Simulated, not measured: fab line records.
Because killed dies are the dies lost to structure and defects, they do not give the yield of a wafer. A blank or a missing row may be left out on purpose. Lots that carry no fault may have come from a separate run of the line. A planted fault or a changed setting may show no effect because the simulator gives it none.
fab line records	flow n5-finfet
record: lots: 10	wafers: 30	last-day: 18
route steps=1938 shown BEOL_M15@1828 PASS1_DEP@1831 MIM_TOP_ETCH@1852 MIM_BOT_ETCH@1866
lots that met no fault: taken from a fault-free run of the same line
start-h: start of the lot's first displayed wafer, in hours after the record's first day	wait-h: hours since the lot's step before	" repeats the value in the row above	L1.1+2: several wafers, shown together as one row	- value missing, or start not given	* or withheld: withheld	< > ~ a bound
route shown NAME@n: a module of which the file shows steps, and the number in the route of the first	usual: the fault-free wafers' mean and standard deviation	same: alike in all rows	chamber/n: place in a boat	sites: each site's reading	_std_site: standard deviation of those values	_edge_site: outer sites' mean less inner sites'	radius-mm: how far each site lies from the wafer's centre	mask NAME#n: copy n	behind: the last tool/chamber to shape the wafer	hold: cause of the lot's hold/its duration in hours/its outcome	device: whichever transistor did not switch (one of n, p or np)	end of line: the tests these same wafers got at the end of their route	for a step that has no rows: nothing shown but its recipe	killed: count of dies lost to structure and defects at first sort (not the wafer's yield)	map: shows each die of a wafer: x if killed, . if not, _ if none is there
set.NAME: the run value of the setting; set.NAME@STEP: its run value at that earlier step	model.NAME: the simulator's own value behind a step, which no gauge read
steps of the route over a sample of lots; a table a step, a row a wafer
services: a tool's chamber out of use, with start hour (start-h, from the record's first day; less than 0 if before it), hours out, and reason
== steps ==
step: N5_BEOL_M15_RS_MEAS_54
recipe: thk-meas-gauge: four-point-probe	reads: Cu_of_BEOL_M15_ECD_47+Ta_of_BEOL_M15_SPUTTER_44+TaN_of_BEOL_M15_SPUTTER_43
usual: M15_RS: 0.0216/0.00034
lot.wafer	tool	chamber	start-h	wait-h	M15_RS[ohm/sq]
L149.1	film-metro-02	-	253.14	0.0	0.0212
L149.2	"	-	"	"	0.0219
L149.3	"	-	"	"	0.0215
L151.2	film-metro-01	-	255.64	0.1	0.0220
L151.3	"	-	"	"	0.0217
L151.4	"	-	"	"	0.0214
L152.1	film-metro-01	-	266.29	0.1	0.0211
L152.2	"	-	"	"	0.0218
L152.5	"	-	"	"	0.0211
L157.3	film-metro-02	-	307.41	0.1	0.0214
L157.5	"	-	"	"	0.0219
L157.6	"	-	"	"	0.0213
L159.3	film-metro-02	-	315.43	0.1	0.0217
L159.4	"	-	"	"	0.0221
L159.6	"	-	"	"	0.0220
L158.2	film-metro-02	-	316.40	0.1	0.0221
L158.5	"	-	"	"	0.0221
L158.6	"	-	"	"	0.0222
L164.3	film-metro-02	-	345.89	0.1	0.0212
L164.5	"	-	"	"	0.0216
L164.6	"	-	"	"	0.0217
L168.1	film-metro-01	-	376.48	0.0	0.0212
L168.4	"	-	"	"	0.0213
L168.5	"	-	"	"	0.0214
L169.2	film-metro-02	-	392.14	0.1	0.0217
L169.4	"	-	"	"	0.0213
L169.6	"	-	"	"	0.0218
L171.1	film-metro-02	-	406.36	0.0	0.0219
L171.3	"	-	"	"	0.0216
L171.5	"	-	"	"	0.0212
step: N5_PASSIVATION_PECVD_00
recipe: material: SiO2	target-thk-a: 2000	temp-c: 400	precursor: SiH4/N2O	pressure-torr: 2.7	rf-w: 608	time-s: 11.2
usual: heater-power-w: 653/87	showerhead-plenum-p-Torr: 8.22/0.078	showerhead-vpp-V: 1511/27	susceptor-temp-C: 399.99/0.24	throttle-valve-pct: 52.3/2.1
lot.wafer	tool	chamber	start-h	wait-h	heater-power-w	showerhead-plenum-p-Torr	showerhead-vpp-V	since-wet-clean-h	susceptor-temp-C	throttle-valve-pct
L149.1	pecvd-04	1	254.15	0.8	692	8.12	1558	1864	399.79	52.3
L149.2	"	2	"	"	650	8.01	1517	385	399.76	52.4
L149.3	"	0	"	"	587	8.13	1439	1139	399.91	53.5
L151.2	pecvd-02	0	256.66	0.7	754	8.29	1481	961	399.83	52.9
L151.3	"	2	"	"	728	8.16	1513	-	399.90	51.0
L151.4	"	0	"	"	781	8.31	1474	-	400.00	52.8
L152.1	pecvd-02	0	267.30	0.8	738	8.29	1490	971	399.81	53.1
L152.2	"	2	"	"	699	8.17	1499	217	399.99	51.1
L152.5	"	2	"	"	724	8.15	1505	-	399.91	51.0
L157.3	pecvd-02	2	308.42	0.5	725	8.16	1495	258	400.27	51.5
L157.5	"	0	"	"	686	8.31	1496	-	399.75	53.4
L157.6	"	2	"	"	722	8.17	1539	-	400.31	51.4
L159.3	pecvd-03	0	316.52	0.5	626	8.21	1522	1383	399.91	57.2
L159.4	"	1	"	"	764	8.27	1524	-	399.73	51.7
L159.6	"	2	"	"	576	8.26	1491	-	400.18	51.9
L158.2	pecvd-03	0	318.39	0.7	598	8.23	1541	1385	400.08	57.7
L158.5	"	2	"	"	527	8.29	1526	-	400.74	52.1
L158.6	"	0	"	"	622	8.23	1556	-	399.99	57.4
L164.3	pecvd-02	0	346.90	0.5	737	8.29	1502	1051	400.43	53.3
L164.5	"	2	"	"	638	8.15	1505	-	400.45	51.9
L164.6	"	1	"	"	560	8.30	1529	-	400.54	49.3
L168.1	pecvd-02	0	377.50	0.8	663	8.28	1494	1081	400.18	53.3
L168.4	"	2	"	"	606	8.15	1502	-	399.57	52.2
L168.5	"	0	"	"	669	8.29	1492	-	399.70	53.4
L169.2	pecvd-02	0	393.15	0.7	799	8.30	1483	1097	399.78	53.6
L169.4	"	0	"	"	823	8.31	1529	-	399.99	53.4
L169.6	"	1	"	"	581	8.28	1510	-	400.27	49.4
L171.1	pecvd-03	2	407.40	0.8	585	8.28	1514	720	399.89	52.8
L171.3	"	0	"	"	623	8.22	1525	-	399.77	57.3
L171.5	"	0	"	"	623	8.24	1538	-	400.01	57.4
step: N5_MIM_TOP_ETCH_STRIP_01
recipe: chemistry: O2	power-w: 600	temp-c: 60	pressure-mtorr: 30	rf-frequency-hz: 6e+07	bias-power-w: 0	overash-fraction: 0.5	o2-flow-sccm: 225
usual: drypump-motor-current-A: 5.6/0.43	oes-product-au: 0.79/0.087	rf-vpp-V: 3.5/1.3	showerhead-plenum-p-Torr: 2.08/0.057	throttle-valve-pct: 16.73/0.24
lot.wafer	tool	chamber	start-h	wait-h	drypump-motor-current-A	oes-product-au	rf-hours-counter-h	rf-vpp-V	showerhead-plenum-p-Torr	throttle-valve-pct
L149.1	rie-diel-04	3	259.03	0.1	5.1	0.76	168	3.5	2.09	16.94
L149.2	"	2	"	"	6.5	0.90	26	3.2	2.05	16.80
L149.3	"	0	"	"	5.6	0.81	85	3.5	2.04	16.78
L151.2	rie-diel-04	3	259.61	0.1	5.1	0.75	169	3.1	2.09	16.98
L151.3	"	0	"	"	5.6	0.79	85	4.9	2.04	16.81
L151.4	"	3	"	"	5.1	0.75	-	3.8	2.09	17.00
L152.1	rie-diel-05	1	271.24	0.1	5.5	0.69	214	2.9	1.99	16.90
L152.2	"	3	"	"	5.6	0.79	115	4.2	2.03	16.52
L152.5	"	1	"	"	5.5	0.70	-	3.8	1.99	16.90
L157.3	rie-diel-04	1	314.33	0.1	5.9	0.92	9	2.5	2.14	16.34
L157.5	"	2	"	"	6.5	0.88	-	2.4	2.04	16.81
L157.6	"	3	"	"	5.1	0.75	-	3.3	2.08	17.00
L159.3	rie-diel-06	0	320.23	0.1	5.7	0.90	28	3.6	2.14	16.25
L159.4	"	2	"	"	5.9	0.70	247	2.9	2.15	16.88
L159.6	"	3	"	"	5.2	0.73	-	2.4	2.17	16.61
L158.2	rie-diel-04	2	322.56	0.1	6.5	0.89	42	6.5	2.04	16.84
L158.5	"	2	"	"	6.6	0.91	-	2.4	2.04	16.87
L158.6	"	3	"	"	5.1	0.74	-	3.7	2.08	17.04
L164.3	rie-diel-06	0	349.35	0.1	5.8	0.88	40	3.9	2.13	16.27
L164.5	"	3	"	"	5.2	0.72	-	3.2	2.16	16.60
L164.6	"	0	"	"	5.7	0.90	-	3.2	2.13	16.22
L168.1	rie-diel-06	2	378.91	0.1	6.0	0.98	6	3.5	2.15	16.48
L168.4	"	1	"	"	5.8	0.68	215	3.4	2.00	17.04
L168.5	"	1	"	"	5.8	0.68	-	6.5	2.00	17.03
L169.2	rie-diel-06	1	395.10	0.2	5.8	0.69	221	3.2	1.99	17.00
L169.4	"	3	"	"	5.2	0.68	232	3.4	2.16	16.63
L169.6	"	0	"	"	5.7	0.87	-	3.3	2.13	16.29
L171.1	rie-diel-05	0	410.85	0.1	6.0	0.97	8	4.8	2.14	16.75
L171.3	"	2	"	"	5.1	0.78	-	3.9	2.10	16.65
L171.5	"	2	"	"	5.1	0.79	-	2.6	2.10	16.66
step: N5_MIM_BOT_ETCH_ETCH_04
recipe: chemistry: CF4/O2	target: SiNx	target-depth-a: 260	time-s: 13	ion-energy-ev: 100	pressure-mtorr: 40	source-w: 535	bias-w: 49	Ar_flow_sccm: 100	cf4-flow-sccm: 100	O2_flow_sccm: 10
usual: O2_flow_sccm: 10.002/0.028	cf4-flow-sccm: 100.1/0.31	drypump-motor-current-A: 5.9/0.41	oes_o_777_au: 0.83/0.077	oes-product-au: 0.83/0.078	rf-vpp-V: 240/3.2	showerhead-plenum-p-Torr: 2.22/0.068	throttle-valve-pct: 15.81/0.23
lot.wafer	tool	chamber	start-h	wait-h	O2_flow_sccm	cf4-flow-sccm	drypump-motor-current-A	oes_o_777_au	oes-product-au	rf-hours-counter-h	rf-vpp-V	showerhead-plenum-p-Torr	throttle-valve-pct
L149.1	rie-diel-02	3	259.73	0.0	9.990	99.8	5.8	0.76	0.77	122	244	2.22	16.05
L149.2	"	0	"	"	9.996	99.9	5.5	0.76	0.77	136	239	2.21	15.63
L149.3	"	2	"	"	9.995	100.3	5.6	0.88	0.88	43	239	2.24	16.18
L151.2	rie-diel-03	1	260.18	0.0	9.985	100.0	5.8	0.71	0.69	236	241	2.26	16.03
L151.3	"	0	"	"	10.009	99.9	6.3	0.89	0.89	25	242	2.16	15.49
L151.4	"	2	"	"	9.976	100.2	6.4	0.70	0.68	229	242	2.08	15.99
L152.1	rie-diel-03	0	271.82	0.0	9.971	99.8	6.3	0.88	0.89	28	241	2.16	15.52
L152.2	"	1	"	"	9.995	99.8	5.8	0.71	0.69	240	239	2.26	16.03
L152.5	"	3	"	"	9.995	100.4	6.3	0.94	0.94	-	238	2.17	15.89
L157.3	rie-diel-02	1	314.90	0.0	9.961	130.1	4.8	0.71	0.96	14	251	2.55	16.73
L157.5	"	2	"	"	10.051	129.7	5.6	0.65	0.89	-	243	2.44	17.39
L157.6	"	1	"	"	9.980	130.2	4.8	0.71	0.97	-	250	2.55	16.72
L159.3	rie-diel-02	0	321.18	0.0	9.950	129.6	5.5	0.55	0.76	157	245	2.40	16.84
L159.4	"	3	"	"	9.966	130.6	5.8	0.55	0.76	143	250	2.41	17.25
L159.6	"	2	"	"	9.969	130.2	5.6	0.64	0.87	-	243	2.44	17.39
L158.2	rie-diel-02	3	323.25	0.0	9.989	129.2	5.8	0.55	0.77	144	248	2.41	17.24
L158.5	"	3	"	"	9.997	129.9	5.8	0.55	0.76	-	247	2.41	17.25
L158.6	"	2	"	"	9.998	129.9	5.6	0.63	0.87	-	245	2.44	17.38
L164.3	rie-diel-03	2	350.05	0.0	10.023	100.4	6.4	1.00	1.00	1	248	2.34	15.55
L164.5	"	2	"	"	10.004	100.4	6.4	1.00	1.01	-	246	2.34	15.56
L164.6	"	3	"	"	9.979	99.9	6.3	0.89	0.88	-	238	2.16	15.94
L168.1	rie-diel-01	3	379.48	0.0	10.022	100.0	6.2	0.78	0.78	119	242	2.30	15.79
L168.4	"	0	"	"	10.028	100.2	6.2	0.82	0.83	77	236	2.23	15.55
L168.5	"	0	"	"	10.008	99.8	6.2	0.83	0.82	-	236	2.23	15.54
L169.2	rie-diel-03	3	395.67	0.0	9.987	100.0	6.3	0.85	0.85	61	239	2.15	15.97
L169.4	"	2	"	"	10.006	99.7	6.4	0.94	0.95	16	247	2.33	15.58
L169.6	"	2	"	"	9.991	99.9	6.4	0.94	0.95	-	247	2.33	15.58
L171.1	rie-diel-03	3	411.57	0.0	9.988	100.4	6.3	0.85	0.84	66	238	2.15	16.00
L171.3	"	2	"	"	9.998	100.3	6.4	0.93	0.93	22	246	2.33	15.58
L171.5	"	2	"	"	9.983	100.2	6.4	0.93	0.94	-	246	2.33	15.58
== services ==
tool	chamber	start-h	hours	kind
rie-diel-02	1	238.88	-	clean
rie-diel-02	1	238.88	-	consumable-replace:focus-ring
rie-diel-02	1	238.88	-	consumable-replace:showerhead
pecvd-03	-	254.41	2.8	pm
rie-diel-04	-	284.96	14.6	pm
pecvd-02	2	286.00	2.1	scheduled-down
rie-diel-03	1	296.75	-	clean
rie-diel-03	1	296.75	-	consumable-replace:focus-ring
rie-diel-03	-	297.60	0.3	repair
rie-diel-03	2	307.14	2.8	repair
rie-diel-03	2	325.56	-	clean
rie-diel-03	2	325.56	-	consumable-replace:focus-ring
rie-diel-03	2	325.56	-	consumable-replace:showerhead
rie-diel-03	2	325.56	22.2	scheduled-down
rie-diel-03	2	325.56	22.2	vent-cycle
rie-diel-01	-	326.39	2.8	pm
rie-diel-04	1	335.55	41.2	repair
rie-diel-02	1	347.22	1.7	repair
rie-diel-01	2	360.58	11.6	repair
rie-diel-05	1	370.95	7.8	repair
rie-diel-03	0	391.28	3.4	repair
rie-diel-02	1	395.77	3.4	repair
rie-diel-05	1	399.82	1.3	repair
rie-diel-05	3	406.85	8.6	repair
== key ==
first-sign: step: N5_MIM_BOT_ETCH_ETCH_04	reading: cf4-flow-sccm	direction: up	sigmas: 97	usual: 100.1	struck: 129.9
effect: step: N5_MIM_BOT_ETCH_ETCH_04	reading: throttle-valve-pct	direction: up	sigmas: 5.7	usual: *	struck: *
met-at N5_MIM_BOT_ETCH_ETCH_04
struck-lots L157,L158,L159
not-acting-at N5_BEOL_M15_RS_MEAS_54,N5_PASSIVATION_PECVD_00,N5_MIM_TOP_ETCH_STRIP_01
onset-between 259.73 314.90
fault: kind: process-parameter-drift	tool: rie-diel-02	chamber: -	onset-h: 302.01	steps: N5_MIM_BOT_ETCH_ETCH_04	channel: cf4-flow-sccm	offset: 30	shape: step	end-h: 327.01	acts-in: these-recipes-only	stated: 100
